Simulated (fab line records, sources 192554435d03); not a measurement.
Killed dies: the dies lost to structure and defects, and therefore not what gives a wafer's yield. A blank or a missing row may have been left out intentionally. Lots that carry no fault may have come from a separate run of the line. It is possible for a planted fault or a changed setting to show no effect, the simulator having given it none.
Chamber matching	flow n5-finfet	3 sister chambers for N5_PASSIVATION_PECVD_35 on pecvd-01
The step deposits SiNx from SiH4/NH3/N2, target thk 700 nm, time 151.3 s. 14 wafers are shown with their chamber, then 7 later ones without.

## WAFERS, EACH WITH ITS CHAMBER
wafer	chamber	throttle-valve-pct (%)	showerhead-plenum-p-Torr (Torr)	heater-power-w (W)
L080.2	0	31.0	8.66	402
L080.3	2	27.8	8.57	372
L080.6	2	27.9	8.53	239
L082.4	2	28.1	8.57	242
L082.5	0	31.1	8.65	363
L082.6	1	26.8	8.65	449
L083.4	1	26.5	8.66	587
L083.5	2	27.7	8.55	364
L083.6	0	31.3	8.64	429
L088.2	1	26.6	8.66	516
L088.4	1	26.4	8.66	552
L088.5	0	31.2	8.64	431
L089.4	2	28.1	8.55	245
L089.5	0	30.9	8.65	452

SIGNATURES, as means of the wafers listed above
reading	chamber 0	chamber 1	chamber 2	scatter within a chamber
throttle-valve-pct	31.100	26.575	27.920	0.169
showerhead-plenum-p-Torr	8.6480	8.6575	8.5540	0.0116
heater-power-w	415.40	526.00	292.40	55.8
Rule: a wafer lies at a distance from a chamber equal to the root of the sum of squares, over the readings, of (its reading less the chamber's mean, divided by the reading's scatter). The wafer belongs to the nearest chamber; if the next one is less than 2 further off, it can't be placed. The scatter: the root of (the sum of the squares of (reading less its chamber's mean) over the shown wafers, divided by (wafers less chambers)).

## WAFERS WHOSE CHAMBER IS MISSING
wafer	throttle-valve-pct (%)	showerhead-plenum-p-Torr (Torr)	heater-power-w (W)
L089.6	26.9	8.65	636
L093.2	27.0	8.66	540
L093.3	31.3	8.64	344
L093.5	31.1	8.65	391
L094.1	26.5	8.66	516
L094.5	28.0	8.57	311
L094.6	26.9	8.64	595

## WHICH CHAMBER EACH WENT THROUGH
wafer	from the rows above	in truth
L089.6	1	1
L093.2	1	1
L093.3	0	0
L093.5	0	0
L094.1	1	1
L094.5	2	2
L094.6	1	1
Correctly placed: 7 of 7. Number that these rows cannot place: 0. Placed wrongly: 0.
